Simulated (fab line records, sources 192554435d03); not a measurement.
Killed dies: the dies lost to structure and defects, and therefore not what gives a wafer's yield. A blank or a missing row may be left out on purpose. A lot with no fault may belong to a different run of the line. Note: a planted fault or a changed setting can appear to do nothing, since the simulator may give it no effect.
Matching of chambers || flow n5_finfet || N5_BEOL_M5_PECVD_70 on pecvd-02: 3 sister chambers
The step deposits SiO2 from TEOS/O2, target thk 16 nm, time 18 s. 3 wafers are shown with their chamber, then 8 later ones without.

WAFERS, EACH WITH ITS CHAMBER
{"wafer": "L092.2", "chamber": 1, "throttle_valve_pct (%)": 22.5}
{"wafer": "L092.3", "chamber": 0, "throttle_valve_pct (%)": 21.9}
{"wafer": "L091.1", "chamber": 2, "throttle_valve_pct (%)": 20.7}

WAFERS WHOSE CHAMBER IS MISSING
{"wafer": "L091.2", "throttle_valve_pct (%)": 22.7}
{"wafer": "L091.3", "throttle_valve_pct (%)": 21.9}
{"wafer": "L093.2", "throttle_valve_pct (%)": 22.3}
{"wafer": "L093.3", "throttle_valve_pct (%)": 22.7}
{"wafer": "L093.4", "throttle_valve_pct (%)": 20.4}
{"wafer": "L097.2", "throttle_valve_pct (%)": 20.4}
{"wafer": "L097.4", "throttle_valve_pct (%)": 22.7}
{"wafer": "L097.5", "throttle_valve_pct (%)": 22.5}

CHAMBER TAKEN BY EACH
{"wafer": "L091.2", "from the rows above": 1, "in truth": 1}
{"wafer": "L091.3", "from the rows above": 0, "in truth": 0}
{"wafer": "L093.2", "from the rows above": "can't be placed: 1 or 0", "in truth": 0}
{"wafer": "L093.3", "from the rows above": 1, "in truth": 1}
{"wafer": "L093.4", "from the rows above": 2, "in truth": 2}
{"wafer": "L097.2", "from the rows above": 2, "in truth": 2}
{"wafer": "L097.4", "from the rows above": 1, "in truth": 1}
{"wafer": "L097.5", "from the rows above": 1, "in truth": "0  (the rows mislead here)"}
6 of 8 placed correctly. From these rows, 1 cannot be placed; in 1 the true chamber is one of the candidates. Wrongly placed: 1.
How it was worked out, from the rows above alone: a wafer's distance from a chamber is the root of the sum, over the readings, of the square of ((its reading less the chamber's mean) divided by the reading's scatter). The wafer belongs to the nearest chamber; if the next one is less than 2 further off, it can't be placed. A chamber's mean is the mean of its shown wafers. The scatter (one wafer shown for each chamber): square how far every hidden wafer sits from the nearest shown wafer, average those squares and take the square root.
